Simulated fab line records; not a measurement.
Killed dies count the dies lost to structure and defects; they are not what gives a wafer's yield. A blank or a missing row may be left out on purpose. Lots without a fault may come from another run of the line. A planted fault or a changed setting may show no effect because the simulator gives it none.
Chamber matching    flow nand harc    NHARC_A_STAIRCASE_ETCH_444 on rie diel-03: 4 sister chambers
The step etches the open film in C4F8/O2, target depth 20400 nm, time 6800 s. 14 wafers are shown with their chamber, then 7 later ones without.

== WAFERS PAIRED WITH THEIR CHAMBERS ==
wafer   chamber  rf vpp V (V)  bias w (W)  rf fwd power W (W)
L075.2  2        798           1000.0      598.0
L075.4  3        807           999.5       596.7
L075.5  0        808           999.7       602.7
L081.2  1        809           998.4       601.1
L081.4  0        810           1005.5      599.7
L081.5  3        806           1002.2      600.5
L083.2  1        809           998.6       597.5
L083.3  0        808           999.5       602.1
L083.4  2        799           999.1       597.8
L088.2  0        807           1003.6      598.5
L088.3  1        811           1000.3      603.7
L088.4  3        806           1003.3      600.2
L092.1  3        806           999.9       598.2
L092.4  0        809           1001.0      598.8

SIGNATURES, as means of the wafers listed above
reading         chamber 0  chamber 1  chamber 2  chamber 3  scatter within a chamber
rf vpp V        808.40     809.67     798.50     806.25     0.955
bias w          1001.860   999.100    999.550    1001.225   2
rf fwd power W  600.360    600.767    597.900    598.900    2.09
Rule: distance of a wafer from a chamber = root of the sum over the readings of ((wafer's reading minus chamber's mean) / reading's scatter) squared. The wafer belongs to the nearest chamber; if the next one is less than 2 further off, it can't be placed. The scatter is the square root of a quotient: the sum, over the shown wafers, of each reading's squared deviation from its chamber's mean, divided by wafers minus chambers.

== WAFERS WITH NO CHAMBER GIVEN ==
wafer   rf vpp V (V)  bias w (W)  rf fwd power W (W)
L092.5  800           992.8       601.5
L093.2  806           1001.3      599.4
L093.4  811           994.9       602.3
L093.5  808           1005.6      594.9
L094.2  808           1000.4      597.5
L094.4  798           1004.2      599.7
L094.5  807           1000.7      598.3

== EACH ONE'S CHAMBER ==
wafer    from the rows above            in truth
L092.5   2                              2
L093.2   3                              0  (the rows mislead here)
L093.4   can't be placed: 1 or 0        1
L093.5   can't be placed: 0 or 3 or 1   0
L094.2   can't be placed: 0 or 3 or 1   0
L094.4   2                              2
L094.5   can't be placed: 3 or 0        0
Placed correctly: 2 of 7. Can't be placed from these rows: 4 (the true chamber is among the candidates in 4). Wrongly placed: 1.
